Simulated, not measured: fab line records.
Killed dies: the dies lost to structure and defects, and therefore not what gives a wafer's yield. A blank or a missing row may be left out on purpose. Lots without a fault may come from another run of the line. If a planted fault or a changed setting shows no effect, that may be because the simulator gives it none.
Which tool is to blame? | flow nand_harc | 10 lots, 30 wafers sampled, at 4 steps of a route of 1302

== WHAT THE GAUGES READ, wafer by wafer ==
NHARC_END_WLT_00.
lot  | measured     | on        | VT_DECK1_MIDDLE
L746 | day 24 09:55 | prober-01 | 0.897 0.880 0.889
L747 | day 24 09:56 | prober-02 | 0.885 0.886 0.886
L752 | day 26 21:16 | prober-02 | 0.876 0.880 0.879
L756 | day 29 08:33 | prober-01 | 0.887 0.888 0.879
L757 | day 29 00:47 | prober-02 | 0.885 0.877 0.884
L759 | day 29 17:27 | prober-01 | 0.879 0.889 0.886
L761 | day 30 08:14 | prober-02 | 0.885 0.885 0.887
L762 | day 31 18:10 | prober-01 | 0.861 0.854 0.853
L763 | day 30 22:12 | prober-02 | 0.855 0.867 0.859
L769 | day 33 21:09 | prober-01 | 0.891 0.884 0.890

== WHICH TOOL RAN EACH LOT (tool, then ch and the chambers of the sampled wafers, then the start) ==
lot  | NHARC_A_CHANNEL_HOLE_D1_ETCH_38    | NHARC_A_CHANNEL_FILL_D1_ALD_02   | NHARC_A_CHANNEL_FILL_D1_ALD_16
L746 | rie_diel-12 ch 0,3, day 8 13:39    | ald_hk-04 ch 0,1,3, day 8 23:22  | ald_hk-03 ch 1,2, day 9 11:41
L747 | rie_diel-12 ch 1,2, day 8 19:58    | ald_hk-03 ch 0,2,3, day 9 03:06  | ald_hk-04 ch 1,2, day 9 15:08
L752 | rie_diel-12 ch 2,3, day 10 23:56   | ald_hk-01 ch 0,1,2, day 11 08:06 | ald_hk-01 ch 1,3, day 11 20:26
L756 | rie_diel-12 ch 0,1,2, day 12 19:27 | ald_hk-03 ch 0,2,3, day 13 02:31 | ald_hk-03 ch 0,3, day 13 15:10
L757 | rie_diel-05 ch 1,3, day 13 08:42   | ald_hk-03 ch 1,2, day 13 15:43   | ald_hk-03 ch 1,3, day 14 03:22
L759 | rie_diel-12 ch 2,3, day 13 22:35   | ald_hk-03 ch 1,2, day 14 05:33   | ald_hk-01 ch 1,2, day 14 17:43
L761 | rie_diel-12 ch 0,1,2, day 14 11:54 | ald_hk-01 ch 0,1,2, day 14 19:04 | ald_hk-03 ch 0,2,3, day 15 07:05
L762 | rie_diel-12 ch 0,1,3, day 15 10:39 | ald_hk-03 ch 1,2,3, day 15 17:53 | ald_hk-04 ch 0,1,2, day 16 05:58
L763 | rie_diel-12 ch 1,2,3, day 15 10:55 | ald_hk-03 ch 0,1,2, day 15 18:33 | ald_hk-03 ch 0,1,3, day 16 05:57
L769 | rie_diel-12 ch 0,1,2, day 18 09:53 | ald_hk-04 ch 0,1,3, day 18 16:53 | ald_hk-03 ch 0,1,2, day 19 05:59
- NHARC_A_CHANNEL_HOLE_D1_ETCH_38: etches the open film in CF4, target depth 39 nm, time 65 s.
- NHARC_A_CHANNEL_FILL_D1_ALD_02: deposits SiO2, target thk 6 nm, pulse time 10 s, ald cycles 60.
- NHARC_A_CHANNEL_FILL_D1_ALD_16: deposits SiO2, target thk 1.5 nm, pulse time 10 s, ald cycles 15.

== THE ANSWER, worked out from the rows above alone ==
Rule: the lots themselves supply what counts as usual. Put in order of their means at a reading, lots are off if they are a third of the lots or fewer, leave a main group of 4 or more, and stand apart from it by a gap of 3 or more times the standard deviation of the main group's means; of several such gaps the widest counts. The tables above print the reading to a certain number of digits; a main group whose means all agree to those digits is not used. Also off: a lot with no number at a reading for which 4 or more lots have one. Where the step has rows for the other lots, those lots are counted as sound.
Off: at NHARC_END_WLT_00 (VT_DECK1_MIDDLE), L762, L763. Mean 0.885 and standard deviation 0.0031 in the main group.
If a tool, at a process step before that reading, ran all the lots that are off and no sound lot after the first of them, it fits. Gauges at NHARC_END_WLT_00: tried the same way as those tools. One fits: ald_hk-03 at NHARC_A_CHANNEL_FILL_D1_ALD_02. A fault onset in the window from L759 (day 14 05:33, its last sound lot) to L762 (day 15 17:53, its first lot off) fits.

== WHAT THE SIMULATOR HAD PUT IN ==
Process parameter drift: ald_hk-03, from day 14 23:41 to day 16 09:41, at NHARC_A_CHANNEL_FILL_D1_ALD_02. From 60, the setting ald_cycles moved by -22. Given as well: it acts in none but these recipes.
Shown lots that were struck: L763, L762. This agrees with what the rule above found.
